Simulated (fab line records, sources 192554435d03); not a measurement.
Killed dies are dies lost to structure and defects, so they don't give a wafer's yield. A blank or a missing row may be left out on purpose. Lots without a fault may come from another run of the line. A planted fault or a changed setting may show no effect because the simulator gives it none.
Chamber matching | flow n5_finfet | N5_BEOL_M0_STRIP_140 on rie_diel-03: 4 sister chambers
The step strips in CF4. 8 wafers are shown with their chamber, then 11 later ones without.

WAFERS WITH THEIR CHAMBER
wafer  | chamber | throttle_valve_pct (%) | oes_product_au (a.u.)
L084.1 | 0       | 13.76                  | 0.70
L084.2 | 3       | 13.42                  | 0.82
L084.3 | 1       | 14.10                  | 0.69
L084.5 | 3       | 13.43                  | 0.82
L085.2 | 2       | 13.67                  | 0.75
L085.4 | 0       | 13.75                  | 0.69
L085.5 | 2       | 13.64                  | 0.76
L086.1 | 1       | 14.15                  | 0.68

WAFERS WITHOUT THEIR CHAMBER
wafer  | throttle_valve_pct (%) | oes_product_au (a.u.)
L086.2 | 13.75                  | 0.69
L086.6 | 14.13                  | 0.69
L088.1 | 13.75                  | 0.69
L088.4 | 13.44                  | 0.81
L088.5 | 13.67                  | 0.74
L091.2 | 14.15                  | 0.67
L091.4 | 13.49                  | 0.81
L091.5 | 14.16                  | 0.68
L097.3 | 13.73                  | 0.73
L097.4 | 13.72                  | 0.73
L097.5 | 13.47                  | 0.79

WHICH CHAMBER EACH WENT THROUGH
wafer  | from the rows above     | in truth
L086.2 | 0                       | 0
L086.6 | 1                       | 1
L088.1 | 0                       | 0
L088.4 | 3                       | 3
L088.5 | 2                       | 2
L091.2 | 1                       | 1
L091.4 | 3                       | 3
L091.5 | 1                       | 1
L097.3 | can't be placed: 2 or 0 | 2
L097.4 | can't be placed: 2 or 0 | 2
L097.5 | 3                       | 3
Placed correctly: 9 of 11. Can't be placed from these rows: 2 (the true chamber is among the candidates in 2). Placed wrongly: 0.
How it was worked out, from the rows above alone: a wafer's distance from a chamber is the root of the sum, over the readings, of the square of ((its reading less the chamber's mean) divided by the reading's scatter). The wafer belongs to the nearest chamber; if the next one is less than 2 further off, it can't be placed. A chamber's mean is the mean of its shown wafers. The scatter: the root of (the sum of the squares of (reading less its chamber's mean) over the shown wafers, divided by (wafers less chambers)).
